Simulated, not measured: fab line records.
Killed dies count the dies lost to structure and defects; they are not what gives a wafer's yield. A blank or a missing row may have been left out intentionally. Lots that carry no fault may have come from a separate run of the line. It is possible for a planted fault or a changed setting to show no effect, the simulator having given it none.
Lot-split experiment :: flow n5Finfet :: 7 lots, 39 wafers read, on a route of 1938 steps

== SPLIT DETAILS ==
At N5_DUMMY_GATE_ETCH_32 (etches SiO2 in CF4, target depth 3.5 nm, time 3.9 s), the setting timeS was moved away from the recipe's 3.9 s on 9 of the 39 wafers read, by -23.0% to +7.0%. For the rest of the wafers, this setting stayed at what the recipe calls for.

The split's own step is where the reading is taken.

== THE READING ==
etch.depthNm (the simulator's own value, which no gauge read), in nm, at N5_DUMMY_GATE_ETCH_32 (etches SiO2 in CF4, target depth 3.5 nm, time 3.9 s). No usual value for it is given in the file. Here, 30 wafers ran the recipe; their average is 3.545 nm with a standard deviation of 0.096 nm.

wafer: L075.1
tool, chamber at the split: rieSi-04, 3
timeS as run, s: 3.9
against the recipe: recipe
etch.depthNm, nm: 3.546
against lot-mates on the recipe: -

wafer: L075.2
tool, chamber at the split: rieSi-04, 0
timeS as run, s: 3.398
against the recipe: -12.9%
etch.depthNm, nm: 3.17
against lot-mates on the recipe: -0.313

wafer: L075.3
tool, chamber at the split: rieSi-04, 1
timeS as run, s: 3.9
against the recipe: recipe
etch.depthNm, nm: 3.365
against lot-mates on the recipe: -

wafer: L075.4
tool, chamber at the split: rieSi-04, 2
timeS as run, s: 3.398
against the recipe: -12.9%
etch.depthNm, nm: 3.189
against lot-mates on the recipe: -0.294

wafer: L075.5
tool, chamber at the split: rieSi-04, 3
timeS as run, s: 3.9
against the recipe: recipe
etch.depthNm, nm: 3.539
against lot-mates on the recipe: -

wafer: L075.6
tool, chamber at the split: rieSi-04, 2
timeS as run, s: 3.398
against the recipe: -12.9%
etch.depthNm, nm: 3.178
against lot-mates on the recipe: -0.305

wafer: L079.1
tool, chamber at the split: rieSi-05, 1
timeS as run, s: 3.9
against the recipe: recipe
etch.depthNm, nm: 3.483
against lot-mates on the recipe: -

wafer: L079.2
tool, chamber at the split: rieSi-05, 3
timeS as run, s: 3.9
against the recipe: recipe
etch.depthNm, nm: 3.487
against lot-mates on the recipe: -

wafer: L079.3
tool, chamber at the split: rieSi-05, 0
timeS as run, s: 3.9
against the recipe: recipe
etch.depthNm, nm: 3.604
against lot-mates on the recipe: -

wafer: L079.4
tool, chamber at the split: rieSi-05, 2
timeS as run, s: 3.9
against the recipe: recipe
etch.depthNm, nm: 3.697
against lot-mates on the recipe: -

wafer: L079.5
tool, chamber at the split: rieSi-05, 0
timeS as run, s: 3.9
against the recipe: recipe
etch.depthNm, nm: 3.58
against lot-mates on the recipe: -

wafer: L079.6
tool, chamber at the split: rieSi-05, 1
timeS as run, s: 3.9
against the recipe: recipe
etch.depthNm, nm: 3.478
against lot-mates on the recipe: -

wafer: L080.1
tool, chamber at the split: rieSi-04, 0
timeS as run, s: 3.9
against the recipe: recipe
etch.depthNm, nm: 3.608
against lot-mates on the recipe: -

wafer: L080.4
tool, chamber at the split: rieSi-04, 3
timeS as run, s: 3.9
against the recipe: recipe
etch.depthNm, nm: 3.534
against lot-mates on the recipe: -

wafer: L080.5
tool, chamber at the split: rieSi-04, 3
timeS as run, s: 3.9
against the recipe: recipe
etch.depthNm, nm: 3.503
against lot-mates on the recipe: -

wafer: L083.1
tool, chamber at the split: rieSi-04, 2
timeS as run, s: 3.9
against the recipe: recipe
etch.depthNm, nm: 3.617
against lot-mates on the recipe: -

wafer: L083.2
tool, chamber at the split: rieSi-04, 0
timeS as run, s: 3.9
against the recipe: recipe
etch.depthNm, nm: 3.589
against lot-mates on the recipe: -

wafer: L083.3
tool, chamber at the split: rieSi-04, 3
timeS as run, s: 3.9
against the recipe: recipe
etch.depthNm, nm: 3.465
against lot-mates on the recipe: -

wafer: L083.4
tool, chamber at the split: rieSi-04, 0
timeS as run, s: 3.9
against the recipe: recipe
etch.depthNm, nm: 3.603
against lot-mates on the recipe: -

wafer: L083.5
tool, chamber at the split: rieSi-04, 2
timeS as run, s: 3.9
against the recipe: recipe
etch.depthNm, nm: 3.628
against lot-mates on the recipe: -

wafer: L083.6
tool, chamber at the split: rieSi-04, 3
timeS as run, s: 3.9
against the recipe: recipe
etch.depthNm, nm: 3.484
against lot-mates on the recipe: -

wafer: L091.1
tool, chamber at the split: rieSi-06, 0
timeS as run, s: 3.9
against the recipe: recipe
etch.depthNm, nm: 3.563
against lot-mates on the recipe: -

wafer: L091.2
tool, chamber at the split: rieSi-06, 2
timeS as run, s: 3.9
against the recipe: recipe
etch.depthNm, nm: 3.515
against lot-mates on the recipe: -

wafer: L091.3
tool, chamber at the split: rieSi-06, 3
timeS as run, s: 3.9
against the recipe: recipe
etch.depthNm, nm: 3.68
against lot-mates on the recipe: -

wafer: L091.4
tool, chamber at the split: rieSi-06, 3
timeS as run, s: 3.9
against the recipe: recipe
etch.depthNm, nm: 3.702
against lot-mates on the recipe: -

wafer: L091.5
tool, chamber at the split: rieSi-06, 2
timeS as run, s: 3.9
against the recipe: recipe
etch.depthNm, nm: 3.53
against lot-mates on the recipe: -

wafer: L091.6
tool, chamber at the split: rieSi-06, 0
timeS as run, s: 3.9
against the recipe: recipe
etch.depthNm, nm: 3.553
against lot-mates on the recipe: -

wafer: L096.1
tool, chamber at the split: rieSi-04, 0
timeS as run, s: 3.9
against the recipe: recipe
etch.depthNm, nm: 3.621
against lot-mates on the recipe: -

wafer: L096.2
tool, chamber at the split: rieSi-04, 3
timeS as run, s: 3.9
against the recipe: recipe
etch.depthNm, nm: 3.521
against lot-mates on the recipe: -

wafer: L096.3
tool, chamber at the split: rieSi-04, 1
timeS as run, s: 3.9
against the recipe: recipe
etch.depthNm, nm: 3.336
against lot-mates on the recipe: -

wafer: L096.4
tool, chamber at the split: rieSi-04, 2
timeS as run, s: 3.003
against the recipe: -23.0%
etch.depthNm, nm: 2.81
against lot-mates on the recipe: -0.683

wafer: L096.5
tool, chamber at the split: rieSi-04, 0
timeS as run, s: 3.003
against the recipe: -23.0%
etch.depthNm, nm: 2.779
against lot-mates on the recipe: -0.714

wafer: L096.6
tool, chamber at the split: rieSi-04, 1
timeS as run, s: 3.003
against the recipe: -23.0%
etch.depthNm, nm: 2.551
against lot-mates on the recipe: -0.942

wafer: L097.1
tool, chamber at the split: rieSi-04, 0
timeS as run, s: 4.172
against the recipe: +7.0%
etch.depthNm, nm: 3.821
against lot-mates on the recipe: +0.311

wafer: L097.2
tool, chamber at the split: rieSi-04, 2
timeS as run, s: 3.9
against the recipe: recipe
etch.depthNm, nm: 3.643
against lot-mates on the recipe: -

wafer: L097.3
tool, chamber at the split: rieSi-04, 3
timeS as run, s: 4.172
against the recipe: +7.0%
etch.depthNm, nm: 3.757
against lot-mates on the recipe: +0.247

wafer: L097.4
tool, chamber at the split: rieSi-04, 1
timeS as run, s: 3.9
against the recipe: recipe
etch.depthNm, nm: 3.291
against lot-mates on the recipe: -

wafer: L097.5
tool, chamber at the split: rieSi-04, 0
timeS as run, s: 3.9
against the recipe: recipe
etch.depthNm, nm: 3.596
against lot-mates on the recipe: -

wafer: L097.6
tool, chamber at the split: rieSi-04, 3
timeS as run, s: 4.172
against the recipe: +7.0%
etch.depthNm, nm: 3.75
against lot-mates on the recipe: +0.240

THE FIT
A straight line over all 39 wafers: etch.depthNm changes by +0.0343 nm for each +1% of timeS; r = +0.94; the points scatter about the line by 0.096 nm.
The same after taking each lot's own level away (the mean of its wafers on the recipe; 39 wafers): +0.0322 nm for each +1%; r = +0.93; scatter 0.094 nm.
According to that fit, moving timeS by its largest amount changes the reading by 0.74 nm.
Across the lots, their own levels run from 3.4833 to 3.5905 nm, a range of 1.1 times the standard deviation given above.
Hence the lot-to-lot level has little effect on the slope; both slopes agree.
Check: for one of the wafers moved furthest among these (-23.0%), held out of the fit, the line's prediction against its lot-mates is -0.748 nm. Against them it came out at -0.683 nm.

== FURTHER SPLITS ON THESE WAFERS ==
Note: prior to the reading, these wafers also went through further splits. Each is held against what the fit with the lots' levels taken away leaves over:
other split on the same wafers: N5_WELL_APT_EPI_41 timeS
wafers away from the commonest value: 15
r with etch.depthNm (lot level and that fit taken away): -0.15

== THE FILE'S OWN FIT ==
etch.depthNm changes by +0.0319 nm for each +1% of timeS, r = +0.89.
